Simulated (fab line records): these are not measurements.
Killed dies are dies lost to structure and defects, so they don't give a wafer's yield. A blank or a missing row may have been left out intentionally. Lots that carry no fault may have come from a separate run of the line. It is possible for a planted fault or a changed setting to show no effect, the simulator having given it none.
Matching of chambers    flow n5-finfet    N5_BEOL_M6_ETCH_65 on rie-diel-05: 4 sister chambers
The step etches SiARC in CF4, target depth 15.6 nm, time 26 s. 16 wafers are shown with their chamber, then 8 later ones without.

EACH WAFER AND ITS CHAMBER
wafer   chamber  drypump-motor-current-A (A)  showerhead-plenum-p-Torr (Torr)  throttle-valve-pct (%)
L077.2  1        5.7                          2.23                             15.44
L077.3  0        5.1                          2.27                             15.51
L077.4  2        5.8                          2.18                             15.04
L079.1  2        5.8                          2.18                             15.03
L079.4  0        5.0                          2.27                             15.54
L079.6  1        5.7                          2.23                             15.47
L080.3  2        5.8                          2.18                             15.05
L080.4  0        5.0                          2.27                             15.55
L080.5  2        5.8                          2.18                             15.05
L089.1  3        5.9                          2.10                             15.36
L089.4  1        5.7                          2.22                             15.51
L089.6  1        5.7                          2.22                             15.52
L090.2  2        5.8                          2.17                             15.11
L090.3  0        5.1                          2.26                             15.60
L090.6  3        5.9                          2.10                             15.37
L091.1  3        5.9                          2.10                             15.35

SIGNATURES, as means of the wafers listed above
reading                   chamber 0  chamber 1  chamber 2  chamber 3  scatter within a chamber
drypump-motor-current-A   5.050      5.700      5.800      5.900      0.0289
showerhead-plenum-p-Torr  2.2675     2.2250     2.1780     2.1000     0.00461
throttle-valve-pct        15.5500    15.4850    15.0560    15.3600    0.0322
Rule: a wafer lies at a distance from a chamber equal to the root of the sum of squares, over the readings, of (its reading less the chamber's mean, divided by the reading's scatter). If the next closest chamber is less than 2 further off than the closest, the wafer can't be placed; otherwise it belongs to the closest. How the scatter is found: for the shown wafers, subtract from each reading the mean of its chamber, square and add these, divide the total by (wafers less chambers), then take the root.

WAFERS WITHOUT THEIR CHAMBER
wafer   drypump-motor-current-A (A)  showerhead-plenum-p-Torr (Torr)  throttle-valve-pct (%)
L091.2  5.8                          2.17                             15.10
L091.3  5.6                          2.22                             15.54
L093.1  5.7                          2.22                             15.53
L093.5  5.7                          2.22                             15.53
L093.6  5.0                          2.26                             15.60
L092.2  5.1                          2.25                             15.61
L092.4  5.7                          2.22                             15.54
L092.5  5.9                          2.10                             15.37

CHAMBER TAKEN BY EACH
wafer   from the rows above  in truth
L091.2  2                    2
L091.3  1                    1
L093.1  1                    1
L093.5  1                    1
L093.6  0                    0
L092.2  0                    0
L092.4  1                    1
L092.5  3                    3
Correct placement for 8 of the 8. Left unplaced by these rows: 0. 0 placed wrongly.
